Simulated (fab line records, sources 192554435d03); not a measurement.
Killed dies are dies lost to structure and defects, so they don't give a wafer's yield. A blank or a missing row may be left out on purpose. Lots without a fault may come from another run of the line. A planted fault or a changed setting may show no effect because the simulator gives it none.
fab line records | flow n5_finfet | part 1 of 2: steps 1 to 4 of 6
record lots=23 wafers=69 last_day=19
route steps=1938 shown SDB@365 HKMG_FIN@441 GATE_CUT@468 MOL_CONTACT_COAG@529
lots that met no fault: from a run of the same line without faults
start_h: hours from the record's first day to the start of the lot's first wafer shown | wait_h: hours since the lot's step before | " the same as in the row above | L1.1+2: a row that stands for several wafers | - no value, or no start given | * or withheld: withheld | < > ~ a bound
route shown NAME@n: a module of which the file shows steps, and the number in the route of the first | usual: mean/standard deviation of fault-free wafers | same: alike in all rows | chamber/n: place in a boat | sites: the reading at each site | _std_site: their standard deviation | _edge_site: outer sites' mean less inner sites' | radius_mm: how far each site lies from the wafer's centre | mask NAME#n: copy n | behind: the tool/chamber that last shaped the wafer | hold: why the lot was held/for how many hours/how that ended | device: the transistor (n, p or np) that didn't switch | end of line: the same wafers' tests at the end of the route | a step without rows: its recipe alone | killed: dies lost to structure and defects at the first sort, not the wafer's yield | map: a wafer's dies, x killed, . not, _ none there
set.NAME: the setting as run; set.NAME@STEP: as run at that earlier step | model.NAME: the simulator's own value behind a step, which no gauge read
steps of the route over a sample of lots; a table a step, a row a wafer
services: from which hour (start_h, from the record's first day; less than 0 if before it) a tool's chamber was out of use, for how many hours, and why
## steps
# step N5_SDB_STRIP_22
# recipe chemistry=N2/H2 power_w=1000 temp_c=250 h2_frac=0.65 overash_fraction=0.3 pressure_mtorr=withheld n2_flow_sccm=1750 h2_flow_sccm=3250
# usual drypump_motor_current_A=5.9/0.32 heater_power_w=329/33 n2_flow_sccm=1750/4.8 oes_product_au=0.715/0.0044 strip_time_to_endpoint_s=96.2/0.36
# columns lot.wafer tool chamber start_h wait_h drypump_motor_current_A heater_power_w n2_flow_sccm oes_product_au rf_hours_counter_h strip_time_to_endpoint_s
L074.1 plasma_asher-02 0 78.93 0.1 5.7 274 1748 0.720 36 95.6
L074.4 " 1 " " 5.5 348 1745 0.719 - 96.2
L074.6 " 0 " " 5.7 279 1740 0.717 - 96.5
L075.1 plasma_asher-02 0 80.94 0.1 5.7 273 1747 0.714 37 96.0
L075.2 " 1 " " 5.5 337 1744 0.723 37 96.4
L075.6 " 1 " " 5.5 336 1748 0.708 - 96.1
L076.3 plasma_asher-01 1 81.44 0.1 6.4 363 1746 0.718 - 95.9
L076.4 " 0 " " 6.1 343 1757 0.716 - 96.3
L076.6 " 0 " " 6.1 346 1752 0.719 - 96.8
L078.2 plasma_asher-02 1 88.96 0.1 5.6 336 1749 0.717 39 95.9
L078.3 " 1 " " 5.6 338 1751 0.716 - 95.9
L078.6 " 1 " " 5.5 335 1752 0.721 - 95.6
L077.4 plasma_asher-01 1 92.69 0.1 6.4 361 1751 0.716 - 96.1
L077.5 " 1 " " 6.3 365 1748 0.711 - 95.9
L077.6 " 0 " " 6.1 337 1747 0.713 - 96.3
L080.2 plasma_asher-02 1 103.61 0.1 5.5 342 1752 0.720 43 95.8
L080.4 " 0 " " 5.7 275 1749 0.719 - 96.2
L080.5 " 1 " " 5.5 336 1751 0.713 - 96.5
L079.1 plasma_asher-01 0 104.28 0.1 6.1 337 1750 0.713 91 96.0
L079.4 " 1 " " 6.3 367 1757 0.717 - 96.1
L079.6 " 1 " " 6.3 365 1742 0.714 - 96.0
L081.1 plasma_asher-02 1 109.13 0.1 5.5 348 1754 0.716 43 95.9
L081.2 " 0 " " 5.7 272 1745 0.714 43 96.7
L081.6 " 0 " " 5.7 278 1743 0.712 - 96.4
L082.1 plasma_asher-01 1 117.54 0.1 6.3 356 1755 0.709 94 96.4
L082.3 " 1 " " 6.4 366 1747 0.709 - 96.2
L082.4 " 0 " " 6.2 339 1757 0.708 - 96.3
L083.2 plasma_asher-02 1 117.93 0.1 5.6 343 1754 0.706 46 96.3
L083.3 " 0 " " 5.7 272 1750 0.717 - 95.9
L083.6 " 0 " " 5.7 278 1751 0.711 - 96.3
L084.1 plasma_asher-01 1 124.58 0.1 6.3 357 1753 0.713 95 95.5
L084.3 " 0 " " 6.1 333 1745 0.707 - 96.3
L084.4 " 1 " " 6.3 365 1751 0.715 - 96.0
L085.1 plasma_asher-02 1 134.49 0.1 5.6 341 1756 0.707 51 95.9
L085.4 " 0 " " 5.7 278 1745 0.721 - 96.1
L085.6 " 0 " " 5.7 270 1754 0.715 - 96.4
L087.1 plasma_asher-01 1 145.12 0.1 6.4 367 1758 0.719 99 96.7
L087.2 " 0 " " 6.1 350 1749 0.711 99 96.4
L087.5 " 1 " " 6.3 369 1751 0.711 - 97.1
L088.2 plasma_asher-01 0 155.16 0.1 6.1 338 1751 0.717 101 95.8
L088.3 " 1 " " 6.4 366 1746 0.716 - 96.1
L088.6 " 1 " " 6.4 348 1747 0.717 - 96.1
L089.2 plasma_asher-02 1 162.93 0.1 5.5 332 1741 0.712 56 96.1
L089.3 " 0 " " 5.7 277 1757 0.709 - 95.9
L089.5 " 1 " " 5.5 338 1742 0.714 - 96.3
L090.2 plasma_asher-02 0 163.81 0.1 5.7 275 1742 0.714 56 96.6
L090.4 " 0 " " 5.7 278 1744 0.714 - 96.1
L090.6 " 0 " " 5.7 282 1742 0.710 - 97.1
L091.2 plasma_asher-02 0 167.73 0.1 5.7 278 1743 0.719 57 96.1
L091.5 " 0 " " 5.7 269 1755 0.719 - 96.5
L091.6 " 1 " " 5.5 352 1753 0.713 - 96.5
L092.1 plasma_asher-01 0 176.62 0.1 6.1 342 1756 0.717 105 96.7
L092.2 " 1 " " 6.4 372 1748 0.719 105 96.1
L092.4 " 1 " " 6.3 366 1751 0.709 - 95.6
L093.2 plasma_asher-02 1 184.84 0.1 5.6 337 1744 0.712 60 96.4
L093.4 " 1 " " 5.6 347 1752 0.715 - 96.5
L093.6 " 1 " " 5.5 339 1746 0.717 - 96.4
L094.1 plasma_asher-01 0 188.41 0.1 6.1 347 1742 0.712 108 96.1
L094.3 " 0 " " 6.2 344 1745 0.710 - 95.7
L094.4 " 1 " " 6.3 365 1748 0.712 - 95.9
L095.2 plasma_asher-01 1 195.47 0.1 6.4 354 1756 0.713 109 96.5
L095.5 " 0 " " 6.1 333 1753 0.714 - 96.0
L095.6 " 1 " " 6.4 365 1742 0.718 - 96.3
L096.2 plasma_asher-01 1 200.49 0.1 6.3 357 1754 0.716 110 96.1
L096.5 " 1 " " 6.3 368 1759 0.715 - 96.2
L096.6 " 0 " " 6.2 340 1745 0.712 - 95.6
L097.1 plasma_asher-02 0 204.90 0.1 5.7 272 1736 0.718 64 95.6
L097.5 " 1 " " 5.5 348 1753 0.707 - 96.0
L097.6 " 0 " " 5.7 279 1745 0.723 - 95.9
# step N5_SDB_ALD_29
# recipe material=SiNx target_thk_a=300 temp_c=400 ald_precursor_family=SiH2I2 ald_co_reactant=N2/H2-plasma pulse_time_s=1 ald_cycles=600 purge_time_s=2 co_reactant_purge_time_s=2 pressure_torr=2
# usual chamber_pressure_Torr=2.000/0.0045 heater_power_w=826/83 precursor_pulse_height_rel=0.999/0.02
# same co_reactant_purge_time_s=2
# columns lot.wafer tool chamber start_h wait_h chamber_pressure_Torr heater_power_w precursor_pulse_height_rel
L074.1 ald_sin-03 1 79.41 0.0 1.997 792 1.026
L074.4 " 0 " " 1.996 929 1.020
L074.6 " 3 80.77 1.4 2.003 906 1.019
L075.1 ald_sin-02 3 81.79 0.1 1.999 920 1.022
L075.2 " 2 " " 2.000 743 1.007
L075.6 " 1 83.14 1.4 2.000 824 1.002
L076.3 ald_sin-04 2 81.89 0.0 2.001 884 1.015
L076.4 " 0 " " 2.000 786 0.998
L076.6 " 1 83.24 1.4 1.996 700 0.990
L078.2 ald_sin-02 2 89.45 0.0 2.004 735 0.988
L078.3 " 1 " " 1.999 811 0.974
L078.6 " 2 90.80 1.4 2.002 751 0.996
L077.4 ald_sin-02 3 93.13 0.0 1.995 932 1.026
L077.5 " 3 94.49 1.4 2.008 951 0.988
L077.6 " 0 " " 2.001 732 1.002
L080.2 ald_sin-04 0 104.72 0.0 2.007 775 0.984
L080.4 " 3 " " 1.996 953 1.009
L080.5 " 1 106.08 1.4 2.011 705 0.964
L079.1 ald_sin-02 3 105.11 0.0 1.993 949 1.016
L079.4 " 2 " " 2.008 750 0.995
L079.6 " 0 106.46 1.4 1.999 723 0.963
L081.1 ald_sin-02 2 109.62 0.0 2.002 750 1.021
L081.2 " 1 " " 1.996 820 0.992
L081.6 " 1 110.97 1.4 2.004 811 1.041
L082.1 ald_sin-04 0 118.06 0.0 1.998 757 1.014
L082.3 " 3 " " 2.005 931 1.002
L082.4 " 1 " " 1.996 690 0.986
L083.2 ald_sin-03 3 118.49 0.0 1.997 898 0.967
L083.3 " 1 " " 2.001 793 0.976
L083.6 " 0 119.84 1.4 2.009 929 1.009
L084.1 ald_sin-04 1 125.13 0.1 1.996 701 0.992
L084.3 " 3 " " 2.008 942 0.969
L084.4 " 2 " " 2.005 892 1.010
L085.1 ald_sin-02 0 135.10 0.0 2.003 726 0.995
L085.4 " 2 " " 2.004 755 1.027
L085.6 " 1 136.45 1.4 1.995 835 0.964
L087.1 ald_sin-02 0 145.61 0.0 1.991 746 0.992
L087.2 " 1 " " 2.001 826 1.044
L087.5 " 3 146.97 1.4 2.001 923 0.995
L088.2 ald_sin-04 3 155.65 0.0 1.997 932 0.984
L088.3 " 2 " " 1.995 880 1.030
L088.6 " 3 157.00 1.4 2.005 957 0.992
L089.2 ald_sin-04 3 163.74 0.0 1.993 960 1.014
L089.3 " 0 " " 2.000 773 0.990
L089.5 " 0 165.09 1.4 2.004 777 1.007
L090.2 ald_sin-03 1 164.55 0.3 1.996 804 0.976
L090.4 " 0 " " 2.002 946 0.999
L090.6 " 0 165.90 1.6 1.994 949 1.017
L091.2 ald_sin-04 0 168.22 0.0 1.999 788 1.014
L091.5 " 0 169.57 1.4 1.993 775 1.004
L091.6 " 1 " " 2.003 703 0.985
L092.1 ald_sin-03 0 177.10 0.0 1.995 902 1.029
L092.2 " 2 " " 1.999 842 1.002
L092.4 " 3 " " 1.993 891 0.985
L093.2 ald_sin-03 0 185.33 0.0 2.000 937 1.005
L093.4 " 1 " " 1.996 818 0.997
L093.6 " 2 186.68 1.4 1.996 835 1.013
L094.1 ald_sin-04 3 189.22 0.0 2.000 936 1.050
L094.3 " 0 " " 1.996 763 0.977
L094.4 " 2 " " 2.004 905 1.012
L095.2 ald_sin-04 0 195.97 0.0 2.002 786 0.999
L095.5 " 2 197.32 1.4 2.000 867 0.994
L095.6 " 3 " " 1.994 943 0.989
L096.2 ald_sin-02 0 200.98 0.0 1.997 724 1.004
L096.5 " 1 202.33 1.4 1.998 805 0.985
L096.6 " 0 " " 1.991 745 0.939
L097.1 ald_sin-03 3 205.39 0.0 1.998 923 1.012
L097.5 " 2 206.74 1.4 2.002 849 0.998
L097.6 " 1 " " 2.001 807 0.990
# step N5_HKMG_FIN_STRIP_19
# recipe chemistry=N2/H2 power_w=2500 temp_c=300 h2_frac=0.65 time_s=360 pressure_mtorr=withheld n2_flow_sccm=1750 h2_flow_sccm=3250
# usual drypump_motor_current_A=6.0/0.31 heater_power_w=467/43 n2_flow_sccm=1750/4.9
# columns lot.wafer tool chamber start_h wait_h drypump_motor_current_A heater_power_w n2_flow_sccm rf_hours_counter_h
L074.1 plasma_asher-01 0 88.48 0.0 6.1 472 1743 87
L074.4 " 0 " " 6.1 485 1738 -
L074.6 " 1 " " 6.3 503 1754 -
L075.1 plasma_asher-02 0 90.89 0.0 5.7 398 1753 40
L075.2 " 1 " " 5.5 471 1748 40
L075.6 " 1 " " 5.6 486 1742 -
L076.3 plasma_asher-02 0 91.37 0.5 5.7 385 1763 -
L076.4 " 1 " " 5.5 469 1748 -
L076.6 " 1 " " 5.5 489 1749 -
L078.2 plasma_asher-02 0 98.74 0.0 5.8 393 1742 42
L078.3 " 1 " " 5.6 475 1754 -
L078.6 " 0 " " 5.7 395 1745 -
L077.4 plasma_asher-02 0 102.79 0.1 5.7 393 1752 -
L077.5 " 0 " " 5.8 396 1757 -
L077.6 " 1 " " 5.5 467 1753 -
L080.2 plasma_asher-01 1 113.89 0.0 6.3 500 1753 93
L080.4 " 0 " " 6.1 476 1752 -
L080.5 " 1 " " 6.3 504 1755 -
L079.1 plasma_asher-02 1 114.72 0.0 5.5 479 1744 45
L079.4 " 0 " " 5.7 374 1749 -
L079.6 " 0 " " 5.7 395 1747 -
L081.1 plasma_asher-02 0 119.03 0.0 5.7 388 1754 47
L081.2 " 1 " " 5.5 469 1748 47
L081.6 " 1 " " 5.5 470 1743 -
L082.1 plasma_asher-02 1 127.05 0.0 5.5 479 1749 48
L082.3 " 0 " " 5.7 384 1758 -
L082.4 " 1 " " 5.5 470 1745 -
L083.2 plasma_asher-01 0 127.56 0.0 6.1 474 1750 95
L083.3 " 1 " " 6.4 499 1753 -
L083.6 " 1 " " 6.4 510 1740 -
L084.1 plasma_asher-01 1 134.21 0.0 6.4 522 1752 97
L084.3 " 1 " " 6.3 514 1752 -
L084.4 " 0 " " 6.1 467 1747 -
L085.1 plasma_asher-02 0 144.26 0.0 5.7 390 1748 52
L085.4 " 0 " " 5.7 389 1754 -
L085.6 " 1 " " 5.5 478 1745 -
L087.1 plasma_asher-01 1 154.44 0.0 6.3 496 1758 101
L087.2 " 0 " " 6.1 478 1744 101
L087.5 " 1 " " 6.3 499 1742 -
L088.2 plasma_asher-01 0 164.60 0.0 6.1 468 1746 102
L088.3 " 1 " " 6.3 502 1748 -
L088.6 " 0 " " 6.2 471 1743 -
L089.2 plasma_asher-01 0 172.48 0.0 6.1 484 1748 104
L089.3 " 0 " " 6.1 492 1743 -
L089.5 " 1 " " 6.3 521 1753 -
L090.2 plasma_asher-01 0 173.49 0.0 6.1 483 1749 104
L090.4 " 1 " " 6.4 517 1752 -
L090.6 " 1 " " 6.3 493 1752 -
L091.2 plasma_asher-01 1 177.26 0.0 6.3 508 1754 106
L091.5 " 0 " " 6.1 480 1749 -
L091.6 " 1 " " 6.3 503 1750 -
L092.1 plasma_asher-01 1 185.82 0.0 6.3 502 1747 108
L092.2 " 0 " " 6.1 487 1759 108
L092.4 " 1 " " 6.3 508 1749 -
L093.2 plasma_asher-02 0 194.48 0.0 5.7 398 1750 62
L093.4 " 0 " " 5.7 383 1750 -
L093.6 " 1 " " 5.5 491 1753 -
L094.1 plasma_asher-01 1 197.79 0.0 6.3 508 1748 110
L094.3 " 0 " " 6.1 490 1742 -
L094.4 " 1 " " 6.3 507 1751 -
L095.2 plasma_asher-01 0 204.58 0.0 6.1 468 1745 111
L095.5 " 1 " " 6.3 509 1748 -
L095.6 " 0 " " 6.2 466 1750 -
L096.2 plasma_asher-01 1 209.65 0.0 6.4 498 1751 112
L096.5 " 1 " " 6.4 511 1742 -
L096.6 " 0 " " 6.1 479 1756 -
L097.1 plasma_asher-02 0 214.80 0.0 5.7 390 1762 66
L097.5 " 0 " " 5.7 384 1760 -
L097.6 " 1 " " 5.5 474 1755 -
# step N5_GATE_CUT_VAPOR_ETCH_60
# recipe chemistry=BCl3/Cl2 target=HfO2 mode=isotropic
# usual drypump_motor_current_A=5.9/0.37 oes_product_au=0.78/0.093
# columns lot.wafer tool chamber start_h wait_h drypump_motor_current_A oes_product_au
L074.1 rie_metal-03 1 92.75 0.0 6.0 0.64
L074.4 " 0 " " 6.3 0.88
L074.6 " 1 " " 6.0 0.65
L075.1 rie_metal-01 0 94.95 0.0 5.9 0.79
L075.2 " 1 " " 6.1 0.78
L075.6 " 1 " " 6.1 0.78
L076.3 rie_metal-02 1 95.44 0.0 5.0 0.90
L076.4 " 0 " " 5.9 0.88
L076.6 " 1 " " 5.0 0.90
L078.2 rie_metal-03 0 102.83 0.0 6.3 0.87
L078.3 " 1 " " 6.0 0.64
L078.6 " 1 " " 6.0 0.65
L077.4 rie_metal-02 1 107.19 0.0 5.0 0.88
L077.5 " 0 " " 5.9 0.86
L077.6 " 1 " " 5.0 0.89
L080.2 rie_metal-03 0 118.24 0.0 6.3 0.86
L080.4 " 0 " " 6.2 0.87
L080.5 " 1 " " 6.0 0.65
L079.1 rie_metal-02 0 119.14 0.0 5.9 0.85
L079.4 " 0 " " 5.9 0.86
L079.6 " 0 " " 5.9 0.86
L081.1 rie_metal-03 1 123.35 0.0 6.0 0.64
L081.2 " 0 " " 6.3 0.86
L081.6 " 1 " " 6.0 0.63
L082.1 rie_metal-01 1 131.11 0.0 6.0 0.78
L082.3 " 0 " " 5.9 0.79
L082.4 " 1 " " 6.1 0.77
L083.2 rie_metal-03 0 131.70 0.0 6.3 0.86
L083.3 " 1 " " 6.0 0.63
L083.6 " 1 " " 6.0 0.64
L084.1 rie_metal-03 1 138.30 0.0 6.0 0.64
L084.3 " 0 " " 6.2 0.87
L084.4 " 1 " " 6.0 0.64
L085.1 rie_metal-03 1 148.35 0.0 6.0 0.64
L085.4 " 1 " " 6.0 0.64
L085.6 " 1 " " 6.0 0.64
L087.1 rie_metal-03 1 158.52 0.0 6.0 0.63
L087.2 " 0 " " 6.3 0.84
L087.5 " 1 " " 6.0 0.63
L088.2 rie_metal-03 0 168.81 0.0 6.3 0.83
L088.3 " 0 " " 6.3 0.83
L088.6 " 1 " " 6.0 0.63
L089.2 rie_metal-02 0 176.80 0.0 5.9 0.85
L089.3 " 0 " " 5.9 0.85
L089.5 " 0 " " 5.9 0.85
L090.2 rie_metal-03 1 177.56 0.0 6.0 0.63
L090.4 " 1 " " 6.0 0.62
L090.6 " 0 " " 6.3 0.84
L091.2 rie_metal-01 1 181.40 0.0 6.1 0.76
L091.5 " 1 " " 6.0 0.77
L091.6 " 0 " " 5.9 0.78
L092.1 rie_metal-02 0 189.98 0.0 5.9 0.84
L092.2 " 1 " " 5.0 0.86
L092.4 " 0 " " 5.9 0.86
L093.2 rie_metal-03 0 198.56 0.0 6.2 0.83
L093.4 " 0 " " 6.3 0.83
L093.6 " 0 " " 6.2 0.82
L094.1 rie_metal-03 1 201.85 0.0 6.0 0.62
L094.3 " 1 " " 6.0 0.62
L094.4 " 0 " " 6.3 0.83
L095.2 rie_metal-01 1 208.81 0.0 6.0 0.76
L095.5 " 1 " " 6.1 0.76
L095.6 " 0 " " 5.9 0.77
L096.2 rie_metal-01 0 214.33 0.0 5.9 0.77
L096.5 " 0 " " 5.9 0.78
L096.6 " 1 " " 6.0 0.76
L097.1 rie_metal-02 0 219.16 0.0 5.9 0.84
L097.5 " 1 " " 5.0 0.85
L097.6 " 0 " " 5.9 0.84
